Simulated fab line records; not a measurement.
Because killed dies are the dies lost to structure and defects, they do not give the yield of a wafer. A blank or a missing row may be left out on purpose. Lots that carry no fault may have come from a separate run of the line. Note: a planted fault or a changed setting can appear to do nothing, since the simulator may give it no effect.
fab line records :: flow nand_harc :: part 2 of 2: steps 28 to 39 of 39
record:
  lots: 5
  wafers: 15
  last_day: 30
route steps=1302 shown A_STAIRCASE@760
lots untouched by any fault: they come from a run of this same line in which no faults occurred
start_h: hours from the record's first day to the start of the lot's first wafer shown :: wait_h: hours since the lot's step before :: " as in the row above :: L1.1+2: several wafers, shown together as one row :: - either no value or no given start :: * or withheld: withheld :: < > ~ a bound
route shown NAME@n: NAME is a module with steps in the file, n the number in the route of the first one :: usual: mean/standard deviation taken from wafers without a fault :: same: alike in all rows :: chamber/n: place in a boat :: sites: the reading at each site :: _std_site: their standard deviation :: _edge_site: mean of outer sites minus mean of inner sites :: radius_mm: for every site, how far away it sits from the centre of the wafer :: mask NAME#n: copy n :: behind: the last tool/chamber to shape the wafer :: hold: the reason the lot was held/the length of the hold in hours/how it ended :: device: names the non-switching transistor (n, p or np) :: end of line: tests run on the same wafers once the route is complete :: a step without rows: its recipe alone :: killed: not the wafer's yield, but the dies lost to structure and defects at the first sort :: map: dies across one wafer; x = killed, . = not, _ = none there
set.NAME: the setting as run; set.NAME@STEP: as run at that earlier step :: model.NAME: the simulator's own value behind a step, which no gauge read
certain route steps with their lots: each step a table, each wafer a row
services: when a tool's chamber went out of use (start_h, in hours from the record's first day, below 0 if earlier), for how many hours, and the reason
== steps ==
step: NHARC_A_STAIRCASE_ETCH_273
recipe:
  target_depth_a: 1.02e+05
  time_s: 2468.6
  ion_energy_ev: 800
  c4f8_flow_sccm: 80
  o2_flow_sccm: 60
  ar_flow_sccm: withheld
  rf_w: 600
  bias_w: 3000
  chemistry: C4F8/O2/Ar
usual:
  oes_product_au: 0.935/0.014
  rf_fwd_power_W: 600.0/1.7
  rf_vpp_V: 1822/11
lot.wafer: L078.3
tool: rie_diel-05
chamber: 3
start_h: -
wait_h: -
oes_product_au: 0.913
rf_fwd_power_W: 600.6
rf_hours_counter_h: 53
rf_vpp_V: 1845

lot.wafer: L078.6
tool: rie_diel-05
chamber: 1
start_h: -
wait_h: -
oes_product_au: 0.917
rf_fwd_power_W: 599.3
rf_hours_counter_h: -
rf_vpp_V: 1819

lot.wafer: L078.5
tool: rie_diel-05
chamber: 2
start_h: -
wait_h: -
oes_product_au: 0.939
rf_fwd_power_W: 598.9
rf_hours_counter_h: -
rf_vpp_V: 1822

lot.wafer: L081.1
tool: rie_diel-04
chamber: 0
start_h: -
wait_h: -
oes_product_au: 0.917
rf_fwd_power_W: 598.7
rf_hours_counter_h: 24
rf_vpp_V: 1811

lot.wafer: L081.2
tool: rie_diel-04
chamber: 1
start_h: -
wait_h: -
oes_product_au: 0.932
rf_fwd_power_W: 599.2
rf_hours_counter_h: 24
rf_vpp_V: 1832

lot.wafer: L081.5
tool: rie_diel-04
chamber: 3
start_h: -
wait_h: -
oes_product_au: 0.944
rf_fwd_power_W: 599.7
rf_hours_counter_h: -
rf_vpp_V: 1831

lot.wafer: L084.2
tool: rie_diel-04
chamber: 0
start_h: -
wait_h: -
oes_product_au: 0.917
rf_fwd_power_W: 601.3
rf_hours_counter_h: 35
rf_vpp_V: 1810

lot.wafer: L084.3
tool: rie_diel-04
chamber: 1
start_h: -
wait_h: -
oes_product_au: 0.936
rf_fwd_power_W: 597.5
rf_hours_counter_h: 32
rf_vpp_V: 1831

lot.wafer: L084.5
tool: rie_diel-04
chamber: 1
start_h: -
wait_h: -
oes_product_au: 0.950
rf_fwd_power_W: 600.5
rf_hours_counter_h: -
rf_vpp_V: 1834

lot.wafer: L091.2
tool: rie_diel-05
chamber: 0
start_h: -
wait_h: -
oes_product_au: 0.934
rf_fwd_power_W: 602.2
rf_hours_counter_h: 36
rf_vpp_V: 1829

lot.wafer: L091.3
tool: rie_diel-05
chamber: 1
start_h: -
wait_h: -
oes_product_au: 0.939
rf_fwd_power_W: 600.2
rf_hours_counter_h: 34
rf_vpp_V: 1818

lot.wafer: L091.4
tool: rie_diel-05
chamber: 2
start_h: -
wait_h: -
oes_product_au: 0.962
rf_fwd_power_W: 598.7
rf_hours_counter_h: 33
rf_vpp_V: 1820

lot.wafer: L090.2
tool: rie_diel-10
chamber: 1
start_h: -
wait_h: -
oes_product_au: 0.929
rf_fwd_power_W: 600.4
rf_hours_counter_h: 32
rf_vpp_V: 1835

lot.wafer: L090.4
tool: rie_diel-10
chamber: 2
start_h: -
wait_h: -
oes_product_au: 0.936
rf_fwd_power_W: 597.3
rf_hours_counter_h: 33
rf_vpp_V: 1808

lot.wafer: L090.5
tool: rie_diel-10
chamber: 0
start_h: -
wait_h: -
oes_product_au: 0.912
rf_fwd_power_W: 600.7
rf_hours_counter_h: -
rf_vpp_V: 1808
step: NHARC_A_STAIRCASE_STRIP_274
recipe:
  o2_flow_sccm: 500
  ar_flow_sccm: 0
  bias_w: 0
  chemistry: O2
usual:
  drypump_motor_current_A: 5.8/0.48
  oes_product_au: 1.000/0.014
  rf_vpp_V: 57.5/0.95
  showerhead_plenum_p_Torr: 3.46/0.15
  throttle_valve_pct: 17.036/0.0087
lot.wafer: L078.3
tool: rie_diel-05
chamber: 1
start_h: -
wait_h: -
drypump_motor_current_A: 5.1
oes_product_au: 0.995
rf_hours_counter_h: 51
rf_vpp_V: 58.3
showerhead_plenum_p_Torr: 3.44
throttle_valve_pct: 17.035

lot.wafer: L078.6
tool: rie_diel-05
chamber: 1
start_h: -
wait_h: -
drypump_motor_current_A: 5.1
oes_product_au: 0.990
rf_hours_counter_h: -
rf_vpp_V: 56.5
showerhead_plenum_p_Torr: 3.44
throttle_valve_pct: 17.037

lot.wafer: L078.5
tool: rie_diel-05
chamber: 2
start_h: -
wait_h: -
drypump_motor_current_A: 5.6
oes_product_au: 1.013
rf_hours_counter_h: -
rf_vpp_V: 56.5
showerhead_plenum_p_Torr: 3.46
throttle_valve_pct: 17.036

lot.wafer: L081.2
tool: rie_diel-04
chamber: 3
start_h: -
wait_h: -
drypump_motor_current_A: 6.6
oes_product_au: 1.018
rf_hours_counter_h: 27
rf_vpp_V: 58.9
showerhead_plenum_p_Torr: 3.61
throttle_valve_pct: 17.029

lot.wafer: L081.1
tool: rie_diel-04
chamber: 1
start_h: -
wait_h: -
drypump_motor_current_A: 6.6
oes_product_au: 1.009
rf_hours_counter_h: 24
rf_vpp_V: 58.2
showerhead_plenum_p_Torr: 3.60
throttle_valve_pct: 17.034

lot.wafer: L081.5
tool: rie_diel-04
chamber: 0
start_h: -
wait_h: -
drypump_motor_current_A: 5.4
oes_product_au: 0.985
rf_hours_counter_h: -
rf_vpp_V: 56.8
showerhead_plenum_p_Torr: 3.31
throttle_valve_pct: 17.035

lot.wafer: L084.3
tool: rie_diel-04
chamber: 2
start_h: -
wait_h: -
drypump_motor_current_A: 5.7
oes_product_au: 1.007
rf_hours_counter_h: 34
rf_vpp_V: 57.6
showerhead_plenum_p_Torr: 3.31
throttle_valve_pct: 17.041

lot.wafer: L084.2
tool: rie_diel-04
chamber: 1
start_h: -
wait_h: -
drypump_motor_current_A: 6.6
oes_product_au: 1.018
rf_hours_counter_h: 33
rf_vpp_V: 58.2
showerhead_plenum_p_Torr: 3.60
throttle_valve_pct: 17.036

lot.wafer: L084.5
tool: rie_diel-04
chamber: 3
start_h: -
wait_h: -
drypump_motor_current_A: 6.6
oes_product_au: 1.019
rf_hours_counter_h: -
rf_vpp_V: 57.4
showerhead_plenum_p_Torr: 3.61
throttle_valve_pct: 17.034

lot.wafer: L091.3
tool: rie_diel-05
chamber: 3
start_h: -
wait_h: -
drypump_motor_current_A: 5.7
oes_product_au: 0.986
rf_hours_counter_h: 35
rf_vpp_V: 59.2
showerhead_plenum_p_Torr: 3.75
throttle_valve_pct: 17.019

lot.wafer: L091.4
tool: rie_diel-05
chamber: 0
start_h: -
wait_h: -
drypump_motor_current_A: 5.8
oes_product_au: 1.004
rf_hours_counter_h: 37
rf_vpp_V: 58.4
showerhead_plenum_p_Torr: 3.56
throttle_valve_pct: 17.048

lot.wafer: L091.2
tool: rie_diel-05
chamber: 2
start_h: -
wait_h: -
drypump_motor_current_A: 5.6
oes_product_au: 1.000
rf_hours_counter_h: 34
rf_vpp_V: 57.9
showerhead_plenum_p_Torr: 3.44
throttle_valve_pct: 17.032

lot.wafer: L090.2
tool: rie_diel-10
chamber: 1
start_h: -
wait_h: -
drypump_motor_current_A: 5.2
oes_product_au: 0.987
rf_hours_counter_h: 33
rf_vpp_V: 56.9
showerhead_plenum_p_Torr: 3.62
throttle_valve_pct: 17.031

lot.wafer: L090.4
tool: rie_diel-10
chamber: 3
start_h: -
wait_h: -
drypump_motor_current_A: 6.1
oes_product_au: 0.982
rf_hours_counter_h: 39
rf_vpp_V: 57.6
showerhead_plenum_p_Torr: 3.50
throttle_valve_pct: 17.049

lot.wafer: L090.5
tool: rie_diel-10
chamber: 1
start_h: -
wait_h: -
drypump_motor_current_A: 5.2
oes_product_au: 0.986
rf_hours_counter_h: -
rf_vpp_V: 57.5
showerhead_plenum_p_Torr: 3.62
throttle_valve_pct: 17.039
step: NHARC_A_STAIRCASE_STRIP_275
recipe:
  time_s: 900
  temp_c: 130
  chemistry: SPM
usual:
  bath_guard_temp_C: 130.1/0.49
lot.wafer: L078.5
tool: wet_bench-05
chamber: 5
start_h: 398.83
wait_h: -
bath_guard_temp_C: 129.9

lot.wafer: L078.6
tool: wet_bench-05
chamber: 6
start_h: 398.83
wait_h: -
bath_guard_temp_C: 130.0

lot.wafer: L078.3
tool: wet_bench-05
chamber: 7
start_h: 398.83
wait_h: -
bath_guard_temp_C: 130.0

lot.wafer: L081.2
tool: wet_bench-03
chamber: 5
start_h: 437.81
wait_h: -
bath_guard_temp_C: 128.9

lot.wafer: L081.5
tool: wet_bench-03
chamber: 6
start_h: 437.81
wait_h: -
bath_guard_temp_C: 129.7

lot.wafer: L081.1
tool: wet_bench-03
chamber: 0
start_h: 437.81
wait_h: -
bath_guard_temp_C: 130.3

lot.wafer: L084.5
tool: wet_bench-01
chamber: 5
start_h: 469.15
wait_h: -
bath_guard_temp_C: 129.7

lot.wafer: L084.3
tool: wet_bench-01
chamber: 7
start_h: 469.15
wait_h: -
bath_guard_temp_C: 130.3

lot.wafer: L084.2
tool: wet_bench-01
chamber: 0
start_h: 469.15
wait_h: -
bath_guard_temp_C: 130.4

lot.wafer: L091.4
tool: wet_bench-05
chamber: 0
start_h: 531.96
wait_h: -
bath_guard_temp_C: 130.3

lot.wafer: L091.3
tool: wet_bench-05
chamber: 1
start_h: 531.96
wait_h: -
bath_guard_temp_C: 130.5

lot.wafer: L091.2
tool: wet_bench-05
chamber: 2
start_h: 531.96
wait_h: -
bath_guard_temp_C: 131.4

lot.wafer: L090.2
tool: wet_bench-01
chamber: 7
start_h: 534.01
wait_h: -
bath_guard_temp_C: 130.1

lot.wafer: L090.4
tool: wet_bench-01
chamber: 0
start_h: 534.01
wait_h: -
bath_guard_temp_C: 130.3

lot.wafer: L090.5
tool: wet_bench-01
chamber: 3
start_h: 534.01
wait_h: -
bath_guard_temp_C: 129.9
step: NHARC_A_STAIRCASE_PRECLEAN_276
recipe:
  time_s: *
  temp_c: 50
  bath_age_min: 0
  chemistry: SC1
usual:
  bath_guard_temp_C: 50.1/0.49
lot.wafer: L078.5
tool: wet_bench-05
chamber: 5
start_h: -
wait_h: -
bath_guard_temp_C: 50.1

lot.wafer: L078.6
tool: wet_bench-05
chamber: 6
start_h: -
wait_h: -
bath_guard_temp_C: 50.4

lot.wafer: L078.3
tool: wet_bench-05
chamber: 7
start_h: -
wait_h: -
bath_guard_temp_C: 50.2

lot.wafer: L081.2
tool: wet_bench-03
chamber: 5
start_h: -
wait_h: -
bath_guard_temp_C: 48.9

lot.wafer: L081.5
tool: wet_bench-03
chamber: 6
start_h: -
wait_h: -
bath_guard_temp_C: 49.5

lot.wafer: L081.1
tool: wet_bench-03
chamber: 0
start_h: -
wait_h: -
bath_guard_temp_C: 50.5

lot.wafer: L084.5
tool: wet_bench-01
chamber: 5
start_h: -
wait_h: -
bath_guard_temp_C: 49.9

lot.wafer: L084.3
tool: wet_bench-01
chamber: 7
start_h: -
wait_h: -
bath_guard_temp_C: 49.7

lot.wafer: L084.2
tool: wet_bench-01
chamber: 0
start_h: -
wait_h: -
bath_guard_temp_C: 49.9

lot.wafer: L091.4
tool: wet_bench-05
chamber: 0
start_h: -
wait_h: -
bath_guard_temp_C: 50.0

lot.wafer: L091.3
tool: wet_bench-05
chamber: 1
start_h: -
wait_h: -
bath_guard_temp_C: 50.4

lot.wafer: L091.2
tool: wet_bench-05
chamber: 2
start_h: -
wait_h: -
bath_guard_temp_C: 51.4

lot.wafer: L090.2
tool: wet_bench-01
chamber: 7
start_h: -
wait_h: -
bath_guard_temp_C: 50.2

lot.wafer: L090.4
tool: wet_bench-01
chamber: 0
start_h: -
wait_h: -
bath_guard_temp_C: 50.0

lot.wafer: L090.5
tool: wet_bench-01
chamber: 3
start_h: -
wait_h: -
bath_guard_temp_C: 49.8
step: NHARC_A_STAIRCASE_SRD_277
lot.wafer: L078.5+6+3
tool: wet_bench-05
chamber: 5,6,7
start_h: -
wait_h: -

lot.wafer: L081.2+5+1
tool: wet_bench-03
chamber: 5,6,0
start_h: -
wait_h: -

lot.wafer: L084.5+3+2
tool: wet_bench-01
chamber: 5,7,0
start_h: -
wait_h: -

lot.wafer: L091.4+3+2
tool: wet_bench-05
chamber: 0,1,2
start_h: -
wait_h: -

lot.wafer: L090.2+4+5
tool: wet_bench-01
chamber: 7,0,3
start_h: -
wait_h: -
step: NHARC_A_STAIRCASE_HM_DEP_459
recipe:
  target_thk_a: 15000
  temp_c: 400
  material: aC
usual:
  throttle_valve_pct: 34.999/0.0091
lot.wafer: L078.3
tool: acl_dep-03
chamber: 0
start_h: 400.15
wait_h: 0.9
throttle_valve_pct: 35.005

lot.wafer: L078.5
tool: acl_dep-03
chamber: 0
start_h: 400.15
wait_h: 0.9
throttle_valve_pct: 35.008

lot.wafer: L078.6
tool: acl_dep-03
chamber: 0
start_h: 400.15
wait_h: 0.9
throttle_valve_pct: 34.992

lot.wafer: L081.1
tool: acl_dep-01
chamber: 0
start_h: 442.09
wait_h: 3.8
throttle_valve_pct: 34.993

lot.wafer: L081.2
tool: acl_dep-01
chamber: 0
start_h: 442.09
wait_h: 3.8
throttle_valve_pct: 34.976

lot.wafer: L081.5
tool: acl_dep-01
chamber: 0
start_h: 442.09
wait_h: 3.8
throttle_valve_pct: 34.994

lot.wafer: L084.2
tool: acl_dep-03
chamber: 0
start_h: 469.97
wait_h: 0.4
throttle_valve_pct: 35.005

lot.wafer: L084.3
tool: acl_dep-03
chamber: 0
start_h: 469.97
wait_h: 0.4
throttle_valve_pct: 35.004

lot.wafer: L084.5
tool: acl_dep-03
chamber: 0
start_h: 469.97
wait_h: 0.4
throttle_valve_pct: 35.009

lot.wafer: L091.2
tool: acl_dep-02
chamber: 0
start_h: 532.79
wait_h: 0.4
throttle_valve_pct: 35.008

lot.wafer: L091.3
tool: acl_dep-02
chamber: 0
start_h: 532.79
wait_h: 0.4
throttle_valve_pct: 34.985

lot.wafer: L091.4
tool: acl_dep-02
chamber: 0
start_h: 532.79
wait_h: 0.4
throttle_valve_pct: 34.987

lot.wafer: L090.2
tool: acl_dep-02
chamber: 0
start_h: 534.84
wait_h: 0.4
throttle_valve_pct: 34.998

lot.wafer: L090.4
tool: acl_dep-02
chamber: 0
start_h: 534.84
wait_h: 0.4
throttle_valve_pct: 34.987

lot.wafer: L090.5
tool: acl_dep-02
chamber: 0
start_h: 534.84
wait_h: 0.4
throttle_valve_pct: 34.997
step: NHARC_A_STAIRCASE_DEP_280
recipe:
  target_thk_a: 300
  target_thk_nm: 30
  temp_c: 400
  pressure_torr: 3.5
  flow_sccm: 200
  rf_w: 350
  material: SiON
usual:
  chamber_pressure_Torr: 3.501/0.0079
  heater_power_w: 747/86
  rf_fwd_power_W: 348.5/1
lot.wafer: L078.3
tool: pecvd-03
chamber: 1
start_h: 401.45
wait_h: 1.0
chamber_pressure_Torr: 3.492
heater_power_w: 673
rf_fwd_power_W: 348.2

lot.wafer: L078.6
tool: pecvd-03
chamber: 2
start_h: 401.45
wait_h: 1.0
chamber_pressure_Torr: 3.495
heater_power_w: 797
rf_fwd_power_W: 347.4

lot.wafer: L078.5
tool: pecvd-03
chamber: 1
start_h: 401.45
wait_h: 1.0
chamber_pressure_Torr: 3.507
heater_power_w: 668
rf_fwd_power_W: 348.1

lot.wafer: L081.2
tool: pecvd-03
chamber: 1
start_h: 443.97
wait_h: 1.3
chamber_pressure_Torr: 3.507
heater_power_w: 596
rf_fwd_power_W: 349.4

lot.wafer: L081.1
tool: pecvd-03
chamber: 2
start_h: 443.97
wait_h: 1.3
chamber_pressure_Torr: 3.511
heater_power_w: 844
rf_fwd_power_W: 347.7

lot.wafer: L081.5
tool: pecvd-03
chamber: 2
start_h: 443.97
wait_h: 1.3
chamber_pressure_Torr: 3.507
heater_power_w: 851
rf_fwd_power_W: 349.0

lot.wafer: L084.3
tool: pecvd-03
chamber: 0
start_h: 471.57
wait_h: 1.0
chamber_pressure_Torr: 3.499
heater_power_w: 784
rf_fwd_power_W: 349.5

lot.wafer: L084.2
tool: pecvd-03
chamber: 1
start_h: 471.57
wait_h: 1.0
chamber_pressure_Torr: 3.503
heater_power_w: 648
rf_fwd_power_W: 349.7

lot.wafer: L084.5
tool: pecvd-03
chamber: 0
start_h: 471.57
wait_h: 1.0
chamber_pressure_Torr: 3.503
heater_power_w: 787
rf_fwd_power_W: 348.6

lot.wafer: L091.2
tool: pecvd-03
chamber: 1
start_h: 534.54
wait_h: 1.4
chamber_pressure_Torr: 3.499
heater_power_w: 580
rf_fwd_power_W: 347.7

lot.wafer: L091.3
tool: pecvd-03
chamber: 2
start_h: 534.54
wait_h: 1.4
chamber_pressure_Torr: 3.503
heater_power_w: 728
rf_fwd_power_W: 348.9

lot.wafer: L091.4
tool: pecvd-03
chamber: 2
start_h: 534.54
wait_h: 1.4
chamber_pressure_Torr: 3.492
heater_power_w: 751
rf_fwd_power_W: 349.3

lot.wafer: L090.2
tool: pecvd-03
chamber: 2
start_h: 536.43
wait_h: 1.3
chamber_pressure_Torr: 3.510
heater_power_w: 771
rf_fwd_power_W: 350.6

lot.wafer: L090.4
tool: pecvd-03
chamber: 1
start_h: 536.43
wait_h: 1.3
chamber_pressure_Torr: 3.514
heater_power_w: 661
rf_fwd_power_W: 347.3

lot.wafer: L090.5
tool: pecvd-03
chamber: 0
start_h: 536.43
wait_h: 1.3
chamber_pressure_Torr: 3.484
heater_power_w: 846
rf_fwd_power_W: 346.4
step: NHARC_A_STAIRCASE_DEHYDRATE_281
recipe:
  temp_c: 150
  time_s: 120
lot.wafer: L078.3+5+6
tool: litho_track-05
chamber: 0
start_h: 401.66
wait_h: 0.2

lot.wafer: L081.1+2+5
tool: litho_track-07
chamber: 0
start_h: 444.24
wait_h: 0.2

lot.wafer: L084.2+3+5
tool: litho_track-05
chamber: 0
start_h: 471.81
wait_h: 0.2

lot.wafer: L091.2+3+4
tool: litho_track-02
chamber: 0
start_h: 534.81
wait_h: 0.2

lot.wafer: L090.2+4+5
tool: litho_track-05
chamber: 0
start_h: 536.67
wait_h: 0.2
step: NHARC_A_STAIRCASE_HMDS_282
recipe:
  time_s: 30
lot.wafer: L078.3+5+6
tool: litho_track-05
chamber: 0
start_h: -
wait_h: -

lot.wafer: L081.1+2+5
tool: litho_track-07
chamber: 0
start_h: -
wait_h: -

lot.wafer: L084.2+3+5
tool: litho_track-05
chamber: 0
start_h: -
wait_h: -

lot.wafer: L091.2+3+4
tool: litho_track-02
chamber: 0
start_h: -
wait_h: -

lot.wafer: L090.2+4+5
tool: litho_track-05
chamber: 0
start_h: -
wait_h: -
step: NHARC_A_STAIRCASE_COAT_283
recipe:
  spin_rpm: 1200
lot.wafer: L078.3+5+6
tool: litho_track-05
chamber: 0
start_h: -
wait_h: -

lot.wafer: L081.1+2+5
tool: litho_track-07
chamber: 0
start_h: -
wait_h: -

lot.wafer: L084.2+3+5
tool: litho_track-05
chamber: 0
start_h: -
wait_h: -

lot.wafer: L091.2+3+4
tool: litho_track-02
chamber: 0
start_h: -
wait_h: -

lot.wafer: L090.2+4+5
tool: litho_track-05
chamber: 0
start_h: -
wait_h: -
step: NHARC_A_STAIRCASE_SOFTBAKE_284
recipe:
  temp_c: 135
  time_s: 170
lot.wafer: L078.3+5+6
tool: litho_track-05
chamber: 0
start_h: -
wait_h: -

lot.wafer: L081.1+2+5
tool: litho_track-07
chamber: 0
start_h: -
wait_h: -

lot.wafer: L084.2+3+5
tool: litho_track-05
chamber: 0
start_h: -
wait_h: -

lot.wafer: L091.2+3+4
tool: litho_track-02
chamber: 0
start_h: -
wait_h: -

lot.wafer: L090.2+4+5
tool: litho_track-05
chamber: 0
start_h: -
wait_h: -
step: NHARC_A_STAIRCASE_EBR_285
lot.wafer: L078.3+5+6
tool: litho_track-05
chamber: 0
start_h: -
wait_h: -

lot.wafer: L081.1+2+5
tool: litho_track-07
chamber: 0
start_h: -
wait_h: -

lot.wafer: L084.2+3+5
tool: litho_track-05
chamber: 0
start_h: -
wait_h: -

lot.wafer: L091.2+3+4
tool: litho_track-02
chamber: 0
start_h: -
wait_h: -

lot.wafer: L090.2+4+5
tool: litho_track-05
chamber: 0
start_h: -
wait_h: -
== services ==
tool: acl_dep-01
chamber: -
start_h: 368.37
hours: 13.0
kind: pm

tool: krf_scanner-04
chamber: -
start_h: 379.81
hours: 0.6
kind: repair

tool: rie_diel-04
chamber: 2
start_h: 384.20
hours: 2.6
kind: repair

tool: wet_bench-03
chamber: -
start_h: 386.40
hours: 8.0
kind: pm

tool: krf_scanner-03
chamber: -
start_h: 396.00
hours: 4.0
kind: pm

tool: litho_track-02
chamber: -
start_h: 402.00
hours: 7.0
kind: pm

tool: rie_diel-05
chamber: -
start_h: 410.51
hours: 9.0
kind: pm

tool: wet_bench-03
chamber: -
start_h: 417.77
hours: 1.4
kind: repair

tool: rie_diel-10
chamber: -
start_h: 421.86
hours: 9.0
kind: pm

tool: rie_diel-05
chamber: 3
start_h: 424.54
hours: 4.8
kind: repair

tool: litho_track-07
chamber: -
start_h: 426.00
hours: 7.0
kind: pm

tool: acl_dep-02
chamber: -
start_h: 426.82
hours: 13.0
kind: pm

tool: plasma_asher-02
chamber: -
start_h: 427.04
hours: 9.0
kind: pm

tool: wet_bench-01
chamber: -
start_h: 431.61
hours: 2.5
kind: repair

tool: wet_bench-05
chamber: -
start_h: 436.85
hours: 8.0
kind: pm

tool: wet_bench-01
chamber: -
start_h: 453.60
hours: 8.0
kind: pm

tool: wet_bench-03
chamber: -
start_h: 470.39
hours: 1.2
kind: repair

tool: litho_track-05
chamber: -
start_h: 474.00
hours: 7.0
kind: pm

tool: rie_diel-10
chamber: 1
start_h: 482.68
hours: 6.5
kind: repair

tool: rie_diel-04
chamber: 3
start_h: 494.50
hours: 4.0
kind: repair

tool: krf_scanner-04
chamber: -
start_h: 494.79
hours: 0.3
kind: repair

tool: wet_bench-01
chamber: -
start_h: 511.26
hours: 4.4
kind: repair

tool: krf_scanner-04
chamber: -
start_h: 526.01
hours: 4.0
kind: pm

tool: rie_diel-04
chamber: -
start_h: 532.68
hours: 9.0
kind: pm
